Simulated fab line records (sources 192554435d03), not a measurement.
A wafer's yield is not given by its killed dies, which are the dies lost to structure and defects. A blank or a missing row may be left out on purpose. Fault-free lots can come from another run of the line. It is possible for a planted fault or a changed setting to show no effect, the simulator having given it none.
Which tool is to blame?    flow n5-finfet    30 wafers from 10 lots sampled at 5 of the route's 1938 steps

WHAT THE GAUGES READ, wafer by wafer
N5_BEOL_M4_RC_MEAS_101. Usual: DIBL_N 36.5 mV/V, standard deviation 1.4; DIBL_P 36.6 mV/V, standard deviation 1.6; IOFF_N 0.160 nA/um, standard deviation 0.024; IOFF_P 0.217 nA/um, standard deviation 0.029; ION_N 674 uA/um, standard deviation 8.7; ION_P 464 uA/um, standard deviation 6.5; SS_N 71.6 mV/dec, standard deviation 0.47; SS_P 73.4 mV/dec, standard deviation 0.57; VT_N 250.0 mV, standard deviation 2.5; VT_P -250 mV, standard deviation 3.1.
lot   measured      on         DIBL_N (mV/V)   DIBL_P (mV/V)   IOFF_N (nA/um)     IOFF_P (nA/um)     ION_N (uA/um)  ION_P (uA/um)  SS_N (mV/dec)   SS_P (mV/dec)   VT_N (mV)          VT_P (mV)       flag
L567  day 7 23:13   prober-02  38.0 39.3 36.9  37.7 38.8 36.6  0.172 0.190 0.149  0.236 0.250 0.218  676 676 673    466 466 468    71.7 72.2 71.5  72.8 73.7 73.6  250.4 247.5 252.5  -248 -247 -250  
L570  day 9 01:41   prober-02  34.9 33.5 35.1  35.5 33.6 36.0  0.155 0.128 0.159  0.228 0.191 0.224  680 667 687    471 466 471    71.6 71.3 72.0  73.5 72.9 73.1  249.3 252.2 249.7  -249 -252 -247  
L571  day 9 03:20   prober-01  37.1 36.6 36.3  37.2 36.7 36.3  0.180 0.178 0.169  0.253 0.256 0.241  687 675 684    474 468 475    71.6 71.7 71.6  73.5 72.6 73.6  247.7 247.2 244.9  -247 -246 -245  
L572  day 9 18:49   prober-02  38.8 35.9 37.8  39.8 36.3 38.6  0.211 0.160 0.187  0.253 0.196 0.226  694 677 679    465 457 460    72.7 71.2 70.8  74.1 73.5 74.0  248.9 250.0 249.7  -249 -253 -253  
L575  day 10 11:13  prober-01  36.3 37.1 36.9  37.3 37.9 37.7  0.169 0.187 0.176  0.261 0.267 0.256  678 673 689    474 474 474    71.1 72.0 71.9  74.2 73.4 73.4  248.6 245.1 248.4  -245 -243 -244  
L577  day 10 02:55  prober-02  38.4 37.3 37.9  37.1 36.7 36.9  0.194 0.182 0.184  0.234 0.243 0.232  675 687 680    462 467 469    71.9 71.9 71.9  73.4 74.1 73.7  245.2 248.5 245.5  -250 -250 -251  
L589  day 13 13:08  prober-01  35.8 34.8 37.9  38.6 37.1 40.1  0.164 0.143 0.199  0.217 0.193 0.236  677 677 686    454 461 458    71.6 70.9 73.0  73.5 73.4 74.4  248.1 252.1 248.2  -249 -250 -249  
L590  day 13 16:08  prober-02  37.0 36.4 36.7  36.3 36.3 36.4  0.169 0.166 0.173  0.218 0.213 0.222  677 682 680    459 464 464    72.2 71.4 72.0  72.9 74.0 73.8  249.2 247.6 247.2  -251 -252 -249  

WHAT TOOL EACH LOT RAN ON (gives the tool, then ch and the chambers of the sampled wafers, and finally the start)
lot   N5_WELL_APT_EPI_41              N5_PMOS_HMC_CHANNEL_EPI_DESCUM_14  N5_PMOS_HMC_CHANNEL_EPI_EPI_20  N5_PMOS_HMC_CHANNEL_EPI_CMP_21
L567  epi-rpcvd-01 ch 0, day 1 17:15  rie-diel-05 ch 1,2,3, day 1 18:19  epi-rpcvd-03 ch 0, day 1 19:08  cmp-03 ch 0,1,2, day 1 20:22
L570  epi-rpcvd-04 ch 0, day 2 11:06  rie-diel-05 ch 0,1,2, day 2 12:07  epi-rpcvd-03 ch 0, day 2 13:09  cmp-03 ch 0,1,3, day 2 14:10
L571  epi-rpcvd-03 ch 0, day 2 16:56  rie-diel-04 ch 0,2, day 2 18:07    epi-rpcvd-02 ch 0, day 2 18:44  cmp-04 ch 1,3, day 2 20:07
L572  epi-rpcvd-04 ch 0, day 2 22:13  rie-diel-03 ch 0,3, day 2 23:16    epi-rpcvd-04 ch 0, day 2 23:55  cmp-04 ch 1,2,3, day 3 01:19
L575  epi-rpcvd-04 ch 0, day 3 16:28  rie-diel-03 ch 0,3, day 3 17:30    epi-rpcvd-03 ch 0, day 3 18:08  cmp-02 ch 2,3, day 3 19:29
L577  epi-rpcvd-04 ch 0, day 4 04:22  rie-diel-05 ch 0,3, day 4 05:26    epi-rpcvd-03 ch 0, day 4 06:03  cmp-03 ch 0,1,2, day 4 07:26
L587  epi-rpcvd-04 ch 0, day 6 16:55  rie-diel-04 ch 0,2,3, day 6 18:54  epi-rpcvd-03, day 6 19:32       cmp-04 ch 0,1,3, day 6 20:53
L588  epi-rpcvd-03 ch 0, day 6 22:48  rie-diel-05 ch 1,2,3, day 6 23:50  epi-rpcvd-02, day 7 00:28       cmp-02 ch 0,1,3, day 7 01:49
L589  epi-rpcvd-04 ch 0, day 7 04:01  rie-diel-05 ch 1,2,3, day 7 05:17  epi-rpcvd-02 ch 0, day 7 05:55  cmp-03 ch 1,2,3, day 7 07:17
L590  epi-rpcvd-03 ch 0, day 7 10:06  rie-diel-03 ch 1,2,3, day 7 11:08  epi-rpcvd-02 ch 0, day 7 11:46  cmp-03 ch 0,1, day 7 13:06
- N5_WELL_APT_EPI_41: deposits Si from SiH4/H2, target thk 50 nm, time 297.7 s.
- N5_PMOS_HMC_CHANNEL_EPI_DESCUM_14: chemistry O2, time 7.9 s.
- N5_PMOS_HMC_CHANNEL_EPI_EPI_20: deposits SiGe30, target thk 59 nm.
- N5_PMOS_HMC_CHANNEL_EPI_CMP_21: polishes SiGe30, target thk 54 nm.

WHAT THE TOOLS THEMSELVES READ (means of the sampled wafers that have a number; where no wafer has one, the mark that the record gives instead)
N5_WELL_APT_EPI_41. Usual: chamber-pressure-Torr 20.01 Torr, standard deviation 0.041; lamp-inner-pct 14.4 %, standard deviation 1.9; throttle-valve-pct 11.5 %, standard deviation 0.58.
lot   tool          chamber-pressure-Torr (Torr)  lamp-inner-pct (%)  throttle-valve-pct (%)  flag
L567  epi-rpcvd-01  20.01                         16.9                12.0                    
L570  epi-rpcvd-04  20.00                         12.5                12.0                    
L571  epi-rpcvd-03  20.00                         16.3                10.9                    
L572  epi-rpcvd-04  20.09                         12.5                12.0                    
L575  epi-rpcvd-04  19.99                         12.5                12.1                    
L577  epi-rpcvd-04  20.00                         12.5                12.0                    
L587  epi-rpcvd-04  20.01                         12.6                12.0                    
L588  epi-rpcvd-03  20.03                         16.1                10.9                    
L589  epi-rpcvd-04  20.02                         12.6                11.9                    
L590  epi-rpcvd-03  20.06                         16.2                10.9                    

N5_PMOS_HMC_CHANNEL_EPI_DESCUM_14. Usual: drypump-motor-current-A 5.7 A, standard deviation 0.44; o2-flow-sccm 224.9 sccm, standard deviation 0.64; oes-product-au 0.83 a.u., standard deviation 0.096; rf-vpp-V 243.4 V, standard deviation 1.6; showerhead-plenum-p-Torr 2.11 Torr, standard deviation 0.086; throttle-valve-pct 20.38 %, standard deviation 0.22.
lot   tool         drypump-motor-current-A (A)  o2-flow-sccm (sccm)  oes-product-au (a.u.)  rf-vpp-V (V)  showerhead-plenum-p-Torr (Torr)  throttle-valve-pct (%)  flag
L567  rie-diel-05  5.3                          224.5                0.88                   245.1         2.18                             20.21                   
L570  rie-diel-05  5.7                          225.1                0.96                   244.1         2.17                             20.33                   
L571  rie-diel-04  5.7                          225.4                0.77                   243.3         2.13                             20.25                   
L572  rie-diel-03  5.6                          224.9                0.76                   241.4         2.06                             20.59                   
L575  rie-diel-03  5.6                          224.6                0.75                   243.4         2.05                             20.60                   
L577  rie-diel-05  5.6                          224.0                0.79                   243.0         2.06                             20.38                   
L587  rie-diel-04  5.7                          225.1                0.75                   242.2         2.09                             20.30                   
L588  rie-diel-05  5.4                          224.5                0.83                   244.5         2.17                             20.27                   
L589  rie-diel-05  5.4                          225.4                0.82                   244.5         2.17                             20.27                   
L590  rie-diel-03  6.1                          224.9                0.86                   243.4         2.12                             20.35                   

N5_PMOS_HMC_CHANNEL_EPI_EPI_20. Usual: chamber-pressure-Torr 20.00 Torr, standard deviation 0.039; lamp-inner-pct 12.5 %, standard deviation 1.2.
lot   tool          chamber-pressure-Torr (Torr)  lamp-inner-pct (%)  flag
L567  epi-rpcvd-03  20.00                         13.6                
L570  epi-rpcvd-03  19.99                         13.7                
L571  epi-rpcvd-02  19.97                         12.0                
L572  epi-rpcvd-04  19.98                         10.5                
L575  epi-rpcvd-03  20.02                         13.7                
L577  epi-rpcvd-03  19.96                         13.6                
L587  epi-rpcvd-03  -                             -                   OFF
L588  epi-rpcvd-02  -                             -                   OFF
L589  epi-rpcvd-02  20.03                         12.0                
L590  epi-rpcvd-02  20.03                         11.9                

N5_PMOS_HMC_CHANNEL_EPI_CMP_21. Usual: edge-zone-pressure-frac 1.000, standard deviation 0.0056; motor-current-A 12.5 A, standard deviation 1; slurry-flow-ml-min 150.0, standard deviation 0.46.
lot   tool    edge-zone-pressure-frac  motor-current-A (A)  slurry-flow-ml-min  flag
L567  cmp-03  0.998                    12.7                 149.9               
L570  cmp-03  1.000                    12.0                 149.9               
L571  cmp-04  0.998                    12.7                 150.1               
L572  cmp-04  1.005                    12.4                 149.8               
L575  cmp-02  1.002                    11.9                 149.7               
L577  cmp-03  0.997                    13.2                 149.8               
L587  cmp-04  1.003                    12.1                 150.1               
L588  cmp-02  1.001                    12.2                 149.8               
L589  cmp-03  1.002                    13.1                 150.6               
L590  cmp-03  1.000                    12.0                 149.9               

THE ANSWER, worked out from the rows above alone
Rule: a lot counts as off when the mean over its wafers that have a number is more than 3 standard deviations away from the usual mean. A lot without any number at a reading at which 4 lots or more have one is off too. Where the step has rows for the other lots, those lots are counted as sound. Order of review: gauges by route order, followed by the tools' own readings, for which a lot's mean as printed above is used. At the first step where some lot is off, the reading lying furthest off is the one used; lots without a number count as furthest.
Off: L587, L588 (N5_PMOS_HMC_CHANNEL_EPI_EPI_20, chamber-pressure-Torr). Without a number there: L587, L588.
A tool fits if, at that step or a process step before it, it ran every lot that is off, and no sound lot after the first of them. Not one of the candidates tried fits.

WHAT THE SIMULATOR PUT IN
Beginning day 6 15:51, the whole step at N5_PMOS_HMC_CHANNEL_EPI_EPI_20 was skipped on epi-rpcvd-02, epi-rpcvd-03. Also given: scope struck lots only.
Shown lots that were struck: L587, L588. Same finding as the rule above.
